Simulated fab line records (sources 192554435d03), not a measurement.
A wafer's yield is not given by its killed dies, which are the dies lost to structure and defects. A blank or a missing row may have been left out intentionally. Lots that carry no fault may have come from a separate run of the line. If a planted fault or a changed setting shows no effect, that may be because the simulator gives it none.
Which tool is to blame? -- flow n5 finfet -- 24 lots with 72 wafers sampled at 5 steps, on a route of 1938 steps

## WHAT EACH GAUGE READ, for each wafer
N5_BEOL_M14_OVL_MEAS_29.
lot,measured,on,M14_OVL (nm)
L075,day 11 04:01,overlay-02,-11 -12 -5
L074,day 11 16:48,overlay-02,-2 8 5
L076,day 11 19:04,overlay-01,-12 -10 7
L078,day 12 11:13,overlay-02,-5 -13 -9
L077,day 12 11:02,overlay-02,8 -3 6
L080,day 12 11:23,overlay-01,-7 -8 5
L079,day 12 15:26,overlay-01,-8 1 -1
L081,day 12 19:00,overlay-02,-15 -4 -12
L082,day 13 10:09,overlay-02,3 3 -2
L084,day 14 01:01,overlay-02,-4 -17 3
L085,day 14 00:43,overlay-01,-17 -1 -8
L083,day 14 01:13,overlay-01,4 -8 -1
L086,day 14 08:12,overlay-02,-26 -19 -26
L087,day 14 09:59,overlay-02,-2 -7 -7
L088,day 14 16:08,overlay-01,-16 -13 -4
L091,day 15 13:33,overlay-01,3 -1 -3
L089,day 15 15:07,overlay-01,-2 -3 -1
L090,day 15 19:03,overlay-02,-4 -7 -6
L093,day 15 21:24,overlay-02,0 6 2
L092,day 16 06:05,overlay-02,1 -12 5
L095,day 16 20:57,overlay-02,-8 -1 -12
L094,day 16 21:13,overlay-02,-6 -2 -5
L096,day 17 02:59,overlay-01,-4 -13 -8
L097,day 17 05:58,overlay-01,1 1 -10

N5_BEOL_M14_INSPECT_30: inspects for defects (macro).
lot,measured,on,raw defect count
L075,day 11 04:02,defect inspect-01,0 3 2
L074,day 11 16:49,defect inspect-02,0 1 3
L076,day 11 19:05,defect inspect-02,7 6 1
L078,day 12 11:14,defect inspect-02,4 0 2
L077,day 12 11:04,defect inspect-02,0 1 2
L080,day 12 11:24,defect inspect-01,4 2 2
L079,day 12 15:28,defect inspect-01,0 1 0
L081,day 12 19:01,defect inspect-01,4 2 3
L082,day 13 10:11,defect inspect-02,4 3 3
L084,day 14 01:02,defect inspect-01,2 4 1
L085,day 14 00:44,defect inspect-01,1 3 1
L083,day 14 01:14,defect inspect-01,2 1 2
L086,day 14 08:13,defect inspect-02,1 3 2
L087,day 14 10:00,defect inspect-01,0 2 6
L088,day 14 16:10,defect inspect-02,2 2 3
L091,day 15 13:34,defect inspect-01,1 6 2
L089,day 15 15:08,defect inspect-01,1 1 3
L090,day 15 19:04,defect inspect-01,3 2 0
L093,day 15 21:25,defect inspect-01,4 4 3
L092,day 16 06:06,defect inspect-01,1 1 3
L095,day 16 20:59,defect inspect-01,2 1 2
L094,day 16 21:15,defect inspect-02,0 1 4
L096,day 17 03:00,defect inspect-02,3 2 2
L097,day 17 05:59,defect inspect-02,3 0 1

## TOOL THAT RAN EACH LOT (tool first, then ch and the chambers of the sampled wafers, then the start)
lot,N5_BEOL_M12_DESCUM_33,N5_BEOL_M13_ETCH_59,N5_BEOL_M13_STRIP_64
L075,"rie diel-02 ch 0,1, day 10 16:35","rie diel-04 ch 2,3, day 10 22:47","plasma asher-01 ch 0,1, day 10 23:08"
L074,"rie diel-06 ch 1,2,3, day 11 04:01","rie diel-05 ch 0,1,2, day 11 09:11","plasma asher-01 ch 0,1, day 11 09:32"
L076,"rie diel-06 ch 0,1,2, day 11 04:31","rie diel-04 ch 1,2, day 11 13:25","plasma asher-01 ch 0,1, day 11 13:50"
L078,"rie diel-03 ch 0,1,3, day 11 23:04","rie diel-01 ch 0,1, day 12 04:41","plasma asher-02 ch 0,1, day 12 05:02"
L077,"rie diel-03 ch 0,2,3, day 12 01:12","rie diel-01 ch 0,3, day 12 05:09","plasma asher-02 ch 0,1, day 12 05:30"
L080,"rie diel-03 ch 1,2, day 12 01:41","rie diel-04 ch 0,2,3, day 12 05:18","plasma asher-01 ch 0,1, day 12 05:39"
L079,"rie diel-06 ch 2,3, day 12 05:26","rie diel-05 ch 0,1,3, day 12 10:37","plasma asher-01 ch 0,1, day 12 10:58"
L081,"rie diel-03 ch 1,3, day 12 08:21","rie diel-01 ch 0,3, day 12 11:24","plasma asher-01 ch 0,1, day 12 11:46"
L082,"rie diel-02 ch 1,2,3, day 12 23:15","rie diel-05 ch 0,1,3, day 13 03:46","plasma asher-01 ch 0,1, day 13 04:07"
L084,"rie diel-06 ch 0,2,3, day 13 12:17","rie diel-04 ch 0,1,2, day 13 15:57","plasma asher-02 ch 0,1, day 13 16:17"
L085,"rie diel-06 ch 0,3, day 13 12:52","rie diel-01 ch 0,1,2, day 13 17:16","plasma asher-02 ch 0,1, day 13 17:37"
L083,"rie diel-03 ch 1,2,3, day 13 13:07","rie diel-05 ch 1,3, day 13 18:13","plasma asher-02 ch 0,1, day 13 18:41"
L086,"rie diel-06 ch 0,3, day 13 16:03","rie diel-04 ch 0,1,2, day 14 00:16","plasma asher-02 ch 0,1, day 14 00:37"
L087,"rie diel-06 ch 0,1, day 13 18:34","rie diel-05 ch 2,3, day 14 02:32","plasma asher-02 ch 0,1, day 14 02:53"
L088,"rie diel-06 ch 1,2, day 14 01:40","rie diel-05 ch 1,2,3, day 14 08:58","plasma asher-02 ch 0,1, day 14 09:19"
L091,"rie diel-06 ch 1,2,3, day 15 02:04","rie diel-01 ch 1,2,3, day 15 07:29","plasma asher-02 ch 0,1, day 15 07:50"
L089,"rie diel-06 ch 0,1,3, day 15 04:07","rie diel-04 ch 0,1,3, day 15 07:43","plasma asher-02 ch 0,1, day 15 08:04"
L090,"rie diel-06 ch 0,1,3, day 15 07:47","rie diel-01 ch 0,3, day 15 11:09","plasma asher-01 ch 0,1, day 15 11:30"
L093,"rie diel-06 ch 0,1,2, day 15 09:08","rie diel-05 ch 1,2,3, day 15 14:47","plasma asher-01 ch 0,1, day 15 15:09"
L092,"rie diel-06 ch 0,2,3, day 15 17:11","rie diel-04 ch 0,1,3, day 15 20:26","plasma asher-01 ch 0,1, day 15 20:47"
L095,"rie diel-03 ch 2,3, day 16 07:46","rie diel-05 ch 0,2,3, day 16 12:02","plasma asher-01 ch 0,1, day 16 12:25"
L094,"rie diel-02 ch 2,3, day 16 08:04","rie diel-05 ch 0,1,2, day 16 12:27","plasma asher-02 ch 1, day 16 12:47"
L096,"rie diel-02 ch 2,3, day 16 13:13","rie diel-04 ch 1,3, day 16 20:17","plasma asher-02 ch 0,1, day 16 20:41"
L097,"rie diel-06 ch 0,1,3, day 16 14:37","rie diel-01 ch 0,2,3, day 16 21:19","plasma asher-02 ch 0,1, day 16 21:40"
- N5_BEOL_M12_DESCUM_33: chemistry O2, time 7.9 s.
- N5_BEOL_M13_ETCH_59: etches BARC in N2/H2, target depth 89 nm, overetch 26.7 nm, time 67.9 s.
- N5_BEOL_M13_STRIP_64: strips in N2/H2.

## AS READ BY THE TOOLS THEMSELVES (means over the sampled wafers that have a number; for cases with no such wafer, the mark the record gives instead)
N5_BEOL_M12_DESCUM_33.
lot,tool,drypump motor current A (A),oes product au (a.u.),rf vpp V (V),showerhead plenum p Torr (Torr),throttle valve pct (%)
L075,rie diel-02,5.9,0.94,242.7,2.10,20.13
L074,rie diel-06,5.6,0.81,243.7,2.11,20.21
L076,rie diel-06,5.8,0.81,243.9,2.12,20.23
L078,rie diel-03,5.8,0.83,244.7,2.15,20.50
L077,rie diel-03,5.7,0.82,244.2,2.14,20.55
L080,rie diel-03,5.5,0.86,245.4,2.22,20.55
L079,rie diel-06,5.3,0.83,244.5,2.14,20.04
L081,rie diel-03,5.7,0.85,244.8,2.20,20.41
L082,rie diel-02,5.4,0.88,243.3,2.10,20.11
L084,rie diel-06,5.7,0.81,244.3,2.17,20.11
L085,rie diel-06,6.0,0.79,245.3,2.20,20.16
L083,rie diel-03,5.6,0.83,244.9,2.19,20.48
L086,rie diel-06,6.0,0.80,244.5,2.20,20.16
L087,rie diel-06,6.1,0.75,242.4,2.09,20.45
L088,rie diel-06,5.4,0.79,242.1,2.09,20.20
L091,rie diel-06,5.7,0.77,243.2,2.10,20.26
L089,rie diel-06,6.0,0.77,244.5,2.13,20.32
L090,rie diel-06,6.0,0.76,243.5,2.13,20.32
L093,rie diel-06,5.8,0.77,242.7,2.11,20.28
L092,rie diel-06,5.7,0.78,242.9,2.16,20.14
L095,rie diel-03,5.6,0.78,243.7,2.14,20.51
L094,rie diel-02,5.1,0.80,242.7,2.09,20.23
L096,rie diel-02,5.4,0.84,243.4,2.07,20.26
L097,rie diel-06,6.0,0.74,243.5,2.13,20.33

N5_BEOL_M13_ETCH_59.
lot,tool,drypump motor current A (A),oes product au (a.u.),rf vpp V (V),showerhead plenum p Torr (Torr),throttle valve pct (%)
L075,rie diel-04,6.1,0.70,522.9,2.50,17.95
L074,rie diel-05,5.5,0.63,524.0,2.54,17.90
L076,rie diel-04,6.2,0.63,522.3,2.48,18.19
L078,rie diel-01,6.3,0.71,527.0,2.66,17.78
L077,rie diel-01,5.7,0.69,526.3,2.61,17.99
L080,rie diel-04,6.1,0.75,524.4,2.55,17.83
L079,rie diel-05,5.9,0.65,524.1,2.54,18.03
L081,rie diel-01,5.7,0.70,525.2,2.61,18.01
L082,rie diel-05,5.9,0.64,523.6,2.54,18.06
L084,rie diel-04,6.2,0.68,523.7,2.53,18.08
L085,rie diel-01,5.9,0.71,524.7,2.58,17.75
L083,rie diel-05,6.0,0.63,521.7,2.46,18.24
L086,rie diel-04,6.2,0.68,522.9,2.53,18.08
L087,rie diel-05,5.9,0.64,523.7,2.53,18.15
L088,rie diel-05,5.8,0.63,521.8,2.49,18.13
L091,rie diel-01,5.3,0.69,523.8,2.53,17.83
L089,rie diel-04,5.8,0.72,525.2,2.58,17.81
L090,rie diel-01,5.7,0.67,526.2,2.60,18.04
L093,rie diel-05,5.8,0.62,522.5,2.49,18.16
L092,rie diel-04,5.8,0.71,525.3,2.58,17.83
L095,rie diel-05,5.7,0.63,525.1,2.56,17.98
L094,rie diel-05,5.5,0.61,523.3,2.53,17.96
L096,rie diel-04,5.5,0.65,524.4,2.56,17.94
L097,rie diel-01,5.7,0.68,524.2,2.57,17.97

N5_BEOL_M13_STRIP_64.
lot,tool,drypump motor current A (A),heater power w (W),oes product au (a.u.),strip time to endpoint s (s)
L075,plasma asher-01,5.31,355,0.715,31.42
L074,plasma asher-01,5.32,362,0.717,31.15
L076,plasma asher-01,5.34,357,0.714,31.14
L078,plasma asher-02,5.86,327,0.716,31.27
L077,plasma asher-02,5.85,328,0.714,31.30
L080,plasma asher-01,5.32,359,0.712,31.39
L079,plasma asher-01,5.30,363,0.715,31.40
L081,plasma asher-01,5.30,375,0.710,31.38
L082,plasma asher-01,5.34,359,0.713,31.36
L084,plasma asher-02,5.85,326,0.714,31.40
L085,plasma asher-02,5.94,302,0.720,31.36
L083,plasma asher-02,5.93,306,0.715,31.24
L086,plasma asher-02,5.85,324,0.710,31.32
L087,plasma asher-02,5.93,300,0.716,31.27
L088,plasma asher-02,5.92,302,0.713,31.31
L091,plasma asher-02,5.87,320,0.714,31.34
L089,plasma asher-02,5.84,321,0.712,31.31
L090,plasma asher-01,5.34,361,0.712,31.13
L093,plasma asher-01,5.35,363,0.715,31.36
L092,plasma asher-01,5.32,362,0.716,31.24
L095,plasma asher-01,5.30,374,0.716,31.32
L094,plasma asher-02,5.78,342,0.711,31.45
L096,plasma asher-02,5.86,327,0.716,31.20
L097,plasma asher-02,5.92,309,0.715,31.34

## THE ANSWER, worked out from the rows above alone
Rule: usual is defined by the lots themselves. The widest of any qualifying gaps counts: lots, ordered by their means at a reading, are off when they make up no more than a third of the lots, leave a main group of 4 or more, and stand apart from it by 3 or more times the standard deviation of that group's means. A main group is skipped when, at the precision printed for the reading in the tables above, its means are all equal. Also off: a lot with no number at a reading for which 4 or more lots have one. Any other lot the step has rows for is counted as sound. The gauges are gone through in route order, then the tools' own readings, and for those a lot's mean is taken as printed above. At the first step where some lot is off, the reading lying furthest off is the one used; lots without a number count as furthest.
No lot is off at any reading shown: from this, nothing can be told.

## WHAT HAD BEEN PUT IN BY THE SIMULATOR
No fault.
